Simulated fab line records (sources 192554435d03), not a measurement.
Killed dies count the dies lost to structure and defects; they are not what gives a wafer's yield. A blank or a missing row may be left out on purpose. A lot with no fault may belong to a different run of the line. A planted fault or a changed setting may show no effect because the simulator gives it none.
Lot-split experiment / flow n5 finfet / 39 wafers read across 7 lots, on a route 1938 steps long

## ON THE SPLIT
At N5_SD_ACTIVATION_LSA_01 (time 0.0008 s), the setting temp c was moved away from the recipe's 1080 C on 12 of the 39 wafers read, by -1.5% to +0.6%. All remaining wafers had this setting at the recipe value.

No step appears in the file between the split and the reading.

## THE READING
At N5_SD_ACTIVATION_RS_MEAS_03, a four-point-probe measurement gives RS_SD_N in ohm/sq. A value of 21.9 ohm/sq with a standard deviation of 0.31 ohm/sq is what fault-free wafers of this fab line usually give.

wafer=L076.1; tool, chamber at the split=laser anneal-02, 0; temp c as run, C=1087; against the recipe=+0.6%; RS_SD_N, ohm/sq=21.4; against lot-mates on the recipe=-0.7
wafer=L076.2; tool, chamber at the split=laser anneal-02, 0; temp c as run, C=1080; against the recipe=recipe; RS_SD_N, ohm/sq=22.2; against lot-mates on the recipe=-
wafer=L076.3; tool, chamber at the split=laser anneal-02, 0; temp c as run, C=1087; against the recipe=+0.6%; RS_SD_N, ohm/sq=21.4; against lot-mates on the recipe=-0.7
wafer=L076.4; tool, chamber at the split=laser anneal-02, 0; temp c as run, C=1080; against the recipe=recipe; RS_SD_N, ohm/sq=22.1; against lot-mates on the recipe=-
wafer=L076.5; tool, chamber at the split=laser anneal-02, 0; temp c as run, C=1080; against the recipe=recipe; RS_SD_N, ohm/sq=22.0; against lot-mates on the recipe=-
wafer=L076.6; tool, chamber at the split=laser anneal-02, 0; temp c as run, C=1087; against the recipe=+0.6%; RS_SD_N, ohm/sq=21.3; against lot-mates on the recipe=-0.8
wafer=L077.1; tool, chamber at the split=laser anneal-01, 0; temp c as run, C=1064; against the recipe=-1.5%; RS_SD_N, ohm/sq=24.0; against lot-mates on the recipe=+1.9
wafer=L077.2; tool, chamber at the split=laser anneal-01, 0; temp c as run, C=1064; against the recipe=-1.5%; RS_SD_N, ohm/sq=24.1; against lot-mates on the recipe=+2.0
wafer=L077.3; tool, chamber at the split=laser anneal-01, 0; temp c as run, C=1064; against the recipe=-1.5%; RS_SD_N, ohm/sq=23.8; against lot-mates on the recipe=+1.7
wafer=L077.4; tool, chamber at the split=laser anneal-01, 0; temp c as run, C=1080; against the recipe=recipe; RS_SD_N, ohm/sq=21.9; against lot-mates on the recipe=-
wafer=L077.5; tool, chamber at the split=laser anneal-01, 0; temp c as run, C=1080; against the recipe=recipe; RS_SD_N, ohm/sq=22.1; against lot-mates on the recipe=-
wafer=L077.6; tool, chamber at the split=laser anneal-01, 0; temp c as run, C=1080; against the recipe=recipe; RS_SD_N, ohm/sq=22.3; against lot-mates on the recipe=-
wafer=L082.1; tool, chamber at the split=laser anneal-02, 0; temp c as run, C=1080; against the recipe=recipe; RS_SD_N, ohm/sq=22.1; against lot-mates on the recipe=-
wafer=L082.2; tool, chamber at the split=laser anneal-02, 0; temp c as run, C=1080; against the recipe=recipe; RS_SD_N, ohm/sq=21.8; against lot-mates on the recipe=-
wafer=L082.3; tool, chamber at the split=laser anneal-02, 0; temp c as run, C=1080; against the recipe=recipe; RS_SD_N, ohm/sq=21.7; against lot-mates on the recipe=-
wafer=L082.4; tool, chamber at the split=laser anneal-02, 0; temp c as run, C=1080; against the recipe=recipe; RS_SD_N, ohm/sq=21.8; against lot-mates on the recipe=-
wafer=L082.5; tool, chamber at the split=laser anneal-02, 0; temp c as run, C=1080; against the recipe=recipe; RS_SD_N, ohm/sq=22.1; against lot-mates on the recipe=-
wafer=L082.6; tool, chamber at the split=laser anneal-02, 0; temp c as run, C=1080; against the recipe=recipe; RS_SD_N, ohm/sq=21.9; against lot-mates on the recipe=-
wafer=L091.1; tool, chamber at the split=laser anneal-01, 0; temp c as run, C=1080; against the recipe=recipe; RS_SD_N, ohm/sq=22.5; against lot-mates on the recipe=-
wafer=L091.2; tool, chamber at the split=laser anneal-01, 0; temp c as run, C=1080; against the recipe=recipe; RS_SD_N, ohm/sq=22.7; against lot-mates on the recipe=-
wafer=L091.3; tool, chamber at the split=laser anneal-01, 0; temp c as run, C=1066; against the recipe=-1.3%; RS_SD_N, ohm/sq=23.8; against lot-mates on the recipe=+1.4
wafer=L091.4; tool, chamber at the split=laser anneal-01, 0; temp c as run, C=1066; against the recipe=-1.3%; RS_SD_N, ohm/sq=23.6; against lot-mates on the recipe=+1.2
wafer=L091.5; tool, chamber at the split=laser anneal-01, 0; temp c as run, C=1066; against the recipe=-1.3%; RS_SD_N, ohm/sq=23.8; against lot-mates on the recipe=+1.4
wafer=L091.6; tool, chamber at the split=laser anneal-01, 0; temp c as run, C=1080; against the recipe=recipe; RS_SD_N, ohm/sq=22.1; against lot-mates on the recipe=-
wafer=L092.1; tool, chamber at the split=laser anneal-02, 0; temp c as run, C=1080; against the recipe=recipe; RS_SD_N, ohm/sq=21.6; against lot-mates on the recipe=-
wafer=L092.3; tool, chamber at the split=laser anneal-02, 0; temp c as run, C=1080; against the recipe=recipe; RS_SD_N, ohm/sq=21.4; against lot-mates on the recipe=-
wafer=L092.5; tool, chamber at the split=laser anneal-02, 0; temp c as run, C=1080; against the recipe=recipe; RS_SD_N, ohm/sq=21.8; against lot-mates on the recipe=-
wafer=L095.1; tool, chamber at the split=laser anneal-01, 0; temp c as run, C=1080; against the recipe=recipe; RS_SD_N, ohm/sq=21.8; against lot-mates on the recipe=-
wafer=L095.2; tool, chamber at the split=laser anneal-01, 0; temp c as run, C=1080; against the recipe=recipe; RS_SD_N, ohm/sq=21.9; against lot-mates on the recipe=-
wafer=L095.3; tool, chamber at the split=laser anneal-01, 0; temp c as run, C=1068; against the recipe=-1.1%; RS_SD_N, ohm/sq=22.9; against lot-mates on the recipe=+1.0
wafer=L095.4; tool, chamber at the split=laser anneal-01, 0; temp c as run, C=1068; against the recipe=-1.1%; RS_SD_N, ohm/sq=22.9; against lot-mates on the recipe=+1.0
wafer=L095.5; tool, chamber at the split=laser anneal-01, 0; temp c as run, C=1080; against the recipe=recipe; RS_SD_N, ohm/sq=22.1; against lot-mates on the recipe=-
wafer=L095.6; tool, chamber at the split=laser anneal-01, 0; temp c as run, C=1068; against the recipe=-1.1%; RS_SD_N, ohm/sq=23.1; against lot-mates on the recipe=+1.2
wafer=L096.1; tool, chamber at the split=laser anneal-02, 0; temp c as run, C=1080; against the recipe=recipe; RS_SD_N, ohm/sq=21.7; against lot-mates on the recipe=-
wafer=L096.2; tool, chamber at the split=laser anneal-02, 0; temp c as run, C=1080; against the recipe=recipe; RS_SD_N, ohm/sq=21.9; against lot-mates on the recipe=-
wafer=L096.3; tool, chamber at the split=laser anneal-02, 0; temp c as run, C=1080; against the recipe=recipe; RS_SD_N, ohm/sq=21.8; against lot-mates on the recipe=-
wafer=L096.4; tool, chamber at the split=laser anneal-02, 0; temp c as run, C=1080; against the recipe=recipe; RS_SD_N, ohm/sq=21.9; against lot-mates on the recipe=-
wafer=L096.5; tool, chamber at the split=laser anneal-02, 0; temp c as run, C=1080; against the recipe=recipe; RS_SD_N, ohm/sq=21.9; against lot-mates on the recipe=-
wafer=L096.6; tool, chamber at the split=laser anneal-02, 0; temp c as run, C=1080; against the recipe=recipe; RS_SD_N, ohm/sq=21.8; against lot-mates on the recipe=-

THE FIT
A straight line over all 39 wafers: RS_SD_N changes by -1.21 ohm/sq for each +1% of temp c; r = -0.94; the points scatter about the line by 0.27 ohm/sq.
The same after taking each lot's own level away (the mean of its wafers on the recipe; 39 wafers): -1.1 ohm/sq for each +1%; r = -0.97; scatter 0.17 ohm/sq.
Per that fit: largest temp c move, reading shift of 1.6 ohm/sq.
Measured against the standard deviation above, the lots' own levels, which go from 21.60 to 22.43 ohm/sq, span 2.7 times it.
Thus the slope moves with the lot-to-lot level: the two fits are different.
Check: for one of the wafers moved furthest among these (-1.5%), held out of the fit, the line's prediction against its lot-mates is +1.58 ohm/sq. Against them it came out at +1.9 ohm/sq.
Tool readings at the split's step, against how far the setting was moved: wafer_temp_C_max r = +0.94.

## THESE WAFERS: OTHER SPLITS
Before the reading, these wafers also passed through other splits. Each is held against what the fit with the lots' levels taken away leaves over:
other split on the same wafers=N5_WELL_APT_IMPLANT_31 energy kev; wafers away from the commonest value=15; r with RS_SD_N (lot level and that fit taken away)=-0.22
other split on the same wafers=N5_WELL_APT_IMPLANT_32 energy kev; wafers away from the commonest value=15; r with RS_SD_N (lot level and that fit taken away)=-0.03
other split on the same wafers=N5_FIN_SAQP_HM_DEP_03 target thk a; wafers away from the commonest value=12; r with RS_SD_N (lot level and that fit taken away)=-0.06
other split on the same wafers=N5_FIN_CUT_ETCH_21 bias w; wafers away from the commonest value=12; r with RS_SD_N (lot level and that fit taken away)=-0.37
other split on the same wafers=N5_DUMMY_GATE_ETCH_37 source w; wafers away from the commonest value=15; r with RS_SD_N (lot level and that fit taken away)=-0.09

## THE WHOLE CHAIN: every reading that the file lists as answering this split, in the file's order
step=N5_SD_ACTIVATION_LSA_01; what it does=time 0.0008 s; reading=wafer_temp_C_max; change (the file's fit)=withheld for each +1% of the setting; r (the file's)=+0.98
step=N5_SD_ACTIVATION_RS_MEAS_03; what it does=measures by four-point-probe; reading=RS_SD_N; change (the file's fit)=-1.11 for each +1% of the setting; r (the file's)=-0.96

## THE FILE'S OWN FIT
RS_SD_N changes by -1.11 ohm/sq for each +1% of temp c, r = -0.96.
